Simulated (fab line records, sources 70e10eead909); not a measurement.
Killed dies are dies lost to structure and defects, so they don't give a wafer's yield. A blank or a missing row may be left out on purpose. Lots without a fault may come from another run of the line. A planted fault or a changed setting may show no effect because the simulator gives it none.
Which tool did it? | flow nand_harc | 14 lots, 42 wafers sampled, at 3 steps of a route of 1159

WHAT THE GAUGES READ, wafer by wafer
NHARC_P_M1_INSPECT_27.
lot  | measured     | on                | raw_defect_count
L926 | day 6 13:08  | defect_inspect-01 | 305 426 252
L925 | day 6 13:58  | defect_inspect-01 | 526 429 403
L924 | day 6 14:25  | defect_inspect-02 | 615 321 365
L927 | day 6 23:37  | defect_inspect-01 | 193 229 171
L928 | day 6 23:59  | defect_inspect-02 | 350 378 183
L929 | day 7 07:22  | defect_inspect-01 | 355 398 284
L930 | day 7 14:18  | defect_inspect-02 | 236 253 315
L931 | day 8 00:42  | defect_inspect-02 | 178 394 252
L932 | day 8 11:04  | defect_inspect-01 | 284 194 147
L937 | day 9 07:20  | defect_inspect-02 | 228 258 404
L935 | day 9 10:02  | defect_inspect-01 | 436 749 546
L945 | day 11 05:35 | defect_inspect-02 | 340 177 317
L946 | day 11 12:15 | defect_inspect-01 | 200 298 290
L947 | day 11 17:39 | defect_inspect-02 | 368 546 429

WHICH TOOL RAN EACH LOT (tool, then ch and the chambers of the sampled wafers, then the start)
lot  | NHARC_P_M0_PVD_21                       | NHARC_P_M1_ANNEAL_31
L926 | pvd_sputter-02, day 6 12:22 or earlier  | rtp_anneal-01 ch 0, day 6 12:22
L925 | pvd_sputter-01, day 6 13:10 or earlier  | rtp_anneal-02 ch 0, day 6 13:10
L924 | pvd_sputter-02, day 6 13:33 or earlier  | rtp_anneal-02 ch 0, day 6 13:33
L927 | pvd_sputter-01, day 6 22:52 or earlier  | rtp_anneal-01 ch 0, day 6 22:52
L928 | pvd_sputter-02, day 6 23:16 or earlier  | rtp_anneal-02 ch 0, day 6 23:16
L929 | pvd_sputter-02, day 7 06:40 or earlier  | rtp_anneal-01 ch 0, day 7 06:40
L930 | pvd_sputter-01, day 7 13:31 or earlier  | rtp_anneal-02 ch 0, day 7 13:31
L931 | pvd_sputter-02, day 7 23:56 or earlier  | rtp_anneal-02 ch 0, day 7 23:56
L932 | pvd_sputter-02, day 8 10:15 or earlier  | rtp_anneal-01 ch 0, day 8 10:15
L937 | pvd_sputter-02, day 9 06:31 or earlier  | rtp_anneal-01, day 9 06:31
L935 | pvd_sputter-01, day 9 09:20 or earlier  | rtp_anneal-02, day 9 09:20
L945 | pvd_sputter-01, day 11 04:47 or earlier | rtp_anneal-01 ch 0, day 11 04:47
L946 | pvd_sputter-03, day 11 11:26 or earlier | rtp_anneal-01 ch 0, day 11 11:26
L947 | pvd_sputter-02, day 11 16:53 or earlier | rtp_anneal-02 ch 0, day 11 16:53
- NHARC_P_M0_PVD_21: deposits Cu, target thk 30 nm, time 20.49 s.
- NHARC_P_M1_ANNEAL_31: time 90 s.

WHAT THE TOOLS THEMSELVES READ (means of the sampled wafers that have a number; where no wafer has one, the mark that the record gives instead)
NHARC_P_M0_PVD_21.
lot  | tool           | throttle_valve_pct (%)
L926 | pvd_sputter-02 | 30.8
L925 | pvd_sputter-01 | 31.0
L924 | pvd_sputter-02 | 30.4
L927 | pvd_sputter-01 | 29.8
L928 | pvd_sputter-02 | 30.8
L929 | pvd_sputter-02 | 30.9
L930 | pvd_sputter-01 | 29.9
L931 | pvd_sputter-02 | 30.7
L932 | pvd_sputter-02 | 30.5
L937 | pvd_sputter-02 | 30.3
L935 | pvd_sputter-01 | 30.4
L945 | pvd_sputter-01 | 29.8
L946 | pvd_sputter-03 | 30.0
L947 | pvd_sputter-02 | 30.3

NHARC_P_M1_ANNEAL_31.
lot  | tool          | anneal_temp_c (C) | anneal_temp_c_max | wafer_temp_C_max
L926 | rtp_anneal-01 | 225.07            | 225.7             | 226.07
L925 | rtp_anneal-02 | 224.99            | 226.5             | 225.93
L924 | rtp_anneal-02 | 224.94            | 226.7             | 225.64
L927 | rtp_anneal-01 | 224.98            | 225.8             | 225.83
L928 | rtp_anneal-02 | 224.80            | 226.6             | 225.57
L929 | rtp_anneal-01 | 225.07            | 225.8             | 226.13
L930 | rtp_anneal-02 | 225.02            | 226.8             | 225.81
L931 | rtp_anneal-02 | 225.02            | 226.9             | 225.84
L932 | rtp_anneal-01 | 224.82            | 225.5             | 226.00
L937 | rtp_anneal-01 | -                 | -                 | -
L935 | rtp_anneal-02 | -                 | -                 | -
L945 | rtp_anneal-01 | 224.92            | 225.8             | 226.40
L946 | rtp_anneal-01 | 224.98            | 225.5             | 225.64
L947 | rtp_anneal-02 | 224.97            | 226.6             | 225.70

THE ANSWER, worked out from the rows above alone
Rule: what is usual is taken from the lots themselves. Put in order of their means at a reading, lots are off if they are a third of the lots or fewer, leave a main group of 4 or more, and stand apart from it by a gap of 3 or more times the standard deviation of the main group's means; of several such gaps the widest counts. A main group whose means are all the same, to the digits that the tables above print for the reading, isn't used. A lot without any number at a reading at which 4 lots or more have one is off too. The other lots that the step has rows for count as sound. The gauges are gone through in route order, then the tools' own readings, and for those a lot's mean is taken as printed above. The first step at which some lot is off is used, and at that step the reading that is off furthest; a lot without a number counts as furthest.
Off: L937, L935, at NHARC_P_M1_ANNEAL_31 (anneal_temp_c). Without a number there: L937, L935. The main group: mean 224.97 C, standard deviation 0.082.
A tool fits if, at that step or a process step before it, it ran every lot that is off, and no sound lot after the first of them. NHARC_P_M0_PVD_21 gives no start for some lots, so the hours and the order of its lots are those of NHARC_P_M1_ANNEAL_31. None of those tried fits.

WHAT THE SIMULATOR HAD PUT IN
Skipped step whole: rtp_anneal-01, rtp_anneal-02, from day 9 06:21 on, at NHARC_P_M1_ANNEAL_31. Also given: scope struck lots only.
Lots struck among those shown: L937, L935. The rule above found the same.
